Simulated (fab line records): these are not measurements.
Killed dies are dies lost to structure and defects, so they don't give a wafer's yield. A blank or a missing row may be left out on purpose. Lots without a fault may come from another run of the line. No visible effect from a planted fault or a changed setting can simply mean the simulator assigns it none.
Split-lot study :: flow n5Finfet :: 7 lots, 21 wafers read, on a route of 1938 steps

== ABOUT THE SPLIT ==
At N5_BEOL_M8_HM_DEP_02 (deposits TiN, target thk 20 nm), the setting targetThkA was moved away from the recipe's 200 angstrom on 5 of the 21 wafers read, by -13.4% to +10.8%. All remaining wafers had this setting at the recipe value.

The reading comes from the split's own step.

== THE READING ==
TiN_of_BEOL_M8_HM_DEP_02.thkNm (the simulator's own value, which no gauge read), in nm, at N5_BEOL_M8_HM_DEP_02 (deposits TiN, target thk 20 nm). There is no usual value for it anywhere in the file. The 16 wafers here that ran the recipe average 20.1 nm, standard deviation 0.3 nm.

wafer: L079.1
tool, chamber at the split: pvdSputter-02, -
targetThkA as run, angstrom: 221.6
against the recipe: +10.8%
TiN_of_BEOL_M8_HM_DEP_02.thkNm, nm: 22
against lot-mates on the recipe: +1.8

wafer: L079.4
tool, chamber at the split: pvdSputter-02, -
targetThkA as run, angstrom: 200
against the recipe: recipe
TiN_of_BEOL_M8_HM_DEP_02.thkNm, nm: 20.2
against lot-mates on the recipe: -

wafer: L079.6
tool, chamber at the split: pvdSputter-02, -
targetThkA as run, angstrom: 200
against the recipe: recipe
TiN_of_BEOL_M8_HM_DEP_02.thkNm, nm: 20.2
against lot-mates on the recipe: -

wafer: L084.2
tool, chamber at the split: pvdSputter-03, -
targetThkA as run, angstrom: 200
against the recipe: recipe
TiN_of_BEOL_M8_HM_DEP_02.thkNm, nm: 20.2
against lot-mates on the recipe: -

wafer: L084.3
tool, chamber at the split: pvdSputter-03, -
targetThkA as run, angstrom: 173.2
against the recipe: -13.4%
TiN_of_BEOL_M8_HM_DEP_02.thkNm, nm: 17.6
against lot-mates on the recipe: -2.8

wafer: L084.4
tool, chamber at the split: pvdSputter-03, -
targetThkA as run, angstrom: 200
against the recipe: recipe
TiN_of_BEOL_M8_HM_DEP_02.thkNm, nm: 20.6
against lot-mates on the recipe: -

wafer: L086.1
tool, chamber at the split: pvdSputter-01, -
targetThkA as run, angstrom: 200
against the recipe: recipe
TiN_of_BEOL_M8_HM_DEP_02.thkNm, nm: 20
against lot-mates on the recipe: -

wafer: L086.3
tool, chamber at the split: pvdSputter-01, -
targetThkA as run, angstrom: 200
against the recipe: recipe
TiN_of_BEOL_M8_HM_DEP_02.thkNm, nm: 20.2
against lot-mates on the recipe: -

wafer: L086.4
tool, chamber at the split: pvdSputter-01, -
targetThkA as run, angstrom: 200
against the recipe: recipe
TiN_of_BEOL_M8_HM_DEP_02.thkNm, nm: 19.8
against lot-mates on the recipe: -

wafer: L088.2
tool, chamber at the split: pvdSputter-01, -
targetThkA as run, angstrom: 200
against the recipe: recipe
TiN_of_BEOL_M8_HM_DEP_02.thkNm, nm: 20.4
against lot-mates on the recipe: -

wafer: L088.4
tool, chamber at the split: pvdSputter-01, -
targetThkA as run, angstrom: 175.6
against the recipe: -12.2%
TiN_of_BEOL_M8_HM_DEP_02.thkNm, nm: 17.6
against lot-mates on the recipe: -2.8

wafer: L088.6
tool, chamber at the split: pvdSputter-01, -
targetThkA as run, angstrom: 175.6
against the recipe: -12.2%
TiN_of_BEOL_M8_HM_DEP_02.thkNm, nm: 18
against lot-mates on the recipe: -2.4

wafer: L095.1
tool, chamber at the split: pvdSputter-02, -
targetThkA as run, angstrom: 200
against the recipe: recipe
TiN_of_BEOL_M8_HM_DEP_02.thkNm, nm: 20
against lot-mates on the recipe: -

wafer: L095.3
tool, chamber at the split: pvdSputter-02, -
targetThkA as run, angstrom: 200
against the recipe: recipe
TiN_of_BEOL_M8_HM_DEP_02.thkNm, nm: 19.6
against lot-mates on the recipe: -

wafer: L095.6
tool, chamber at the split: pvdSputter-02, -
targetThkA as run, angstrom: 200
against the recipe: recipe
TiN_of_BEOL_M8_HM_DEP_02.thkNm, nm: 19.6
against lot-mates on the recipe: -

wafer: L096.3
tool, chamber at the split: pvdSputter-01, -
targetThkA as run, angstrom: 200
against the recipe: recipe
TiN_of_BEOL_M8_HM_DEP_02.thkNm, nm: 20
against lot-mates on the recipe: -

wafer: L096.5
tool, chamber at the split: pvdSputter-01, -
targetThkA as run, angstrom: 200
against the recipe: recipe
TiN_of_BEOL_M8_HM_DEP_02.thkNm, nm: 19.8
against lot-mates on the recipe: -

wafer: L096.6
tool, chamber at the split: pvdSputter-01, -
targetThkA as run, angstrom: 179.4
against the recipe: -10.3%
TiN_of_BEOL_M8_HM_DEP_02.thkNm, nm: 18
against lot-mates on the recipe: -1.9

wafer: L097.2
tool, chamber at the split: pvdSputter-01, -
targetThkA as run, angstrom: 200
against the recipe: recipe
TiN_of_BEOL_M8_HM_DEP_02.thkNm, nm: 20.6
against lot-mates on the recipe: -

wafer: L097.5
tool, chamber at the split: pvdSputter-01, -
targetThkA as run, angstrom: 200
against the recipe: recipe
TiN_of_BEOL_M8_HM_DEP_02.thkNm, nm: 20.2
against lot-mates on the recipe: -

wafer: L097.6
tool, chamber at the split: pvdSputter-01, -
targetThkA as run, angstrom: 200
against the recipe: recipe
TiN_of_BEOL_M8_HM_DEP_02.thkNm, nm: 20.4
against lot-mates on the recipe: -

FIT RESULTS
A straight line over all 21 wafers: TiN_of_BEOL_M8_HM_DEP_02.thkNm changes by +0.188 nm for each +1% of targetThkA; r = +0.97; the points scatter about the line by 0.29 nm.
The same after taking each lot's own level away (the mean of its wafers on the recipe; 21 wafers): +0.198 nm for each +1%; r = +0.99; scatter 0.18 nm.
Per that fit: largest targetThkA move, reading shift of 2.7 nm.
The lots' own levels span 19.73 to 20.40 nm, that is 2.2 times the standard deviation above.
The two slopes agree, so the slope changes little with the lot-to-lot level.
Check: for one of the wafers moved furthest among these (-13.4%), held out of the fit, the line's prediction against its lot-mates is -2.65 nm. Against them it came out at -2.8 nm.

== FURTHER SPLITS ON THESE WAFERS ==
Before the reading, these wafers also passed through other splits. Each is held against what the fit with the lots' levels taken away leaves over:
other split on the same wafers: N5_BEOL_M5_EXPOSE_25 doseMj
wafers away from the commonest value: 8
r with TiN_of_BEOL_M8_HM_DEP_02.thkNm (lot level and that fit taken away): -0.21

other split on the same wafers: N5_BEOL_M7_COAT_05 spinRpm
wafers away from the commonest value: 8
r with TiN_of_BEOL_M8_HM_DEP_02.thkNm (lot level and that fit taken away): +0.29

other split on the same wafers: N5_BEOL_M7_EXPOSE_08 doseMj
wafers away from the commonest value: 7
r with TiN_of_BEOL_M8_HM_DEP_02.thkNm (lot level and that fit taken away): -0.30

== THE FILE'S OWN FIT ==
TiN_of_BEOL_M8_HM_DEP_02.thkNm changes by +0.196 nm for each +1% of targetThkA, r = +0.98.
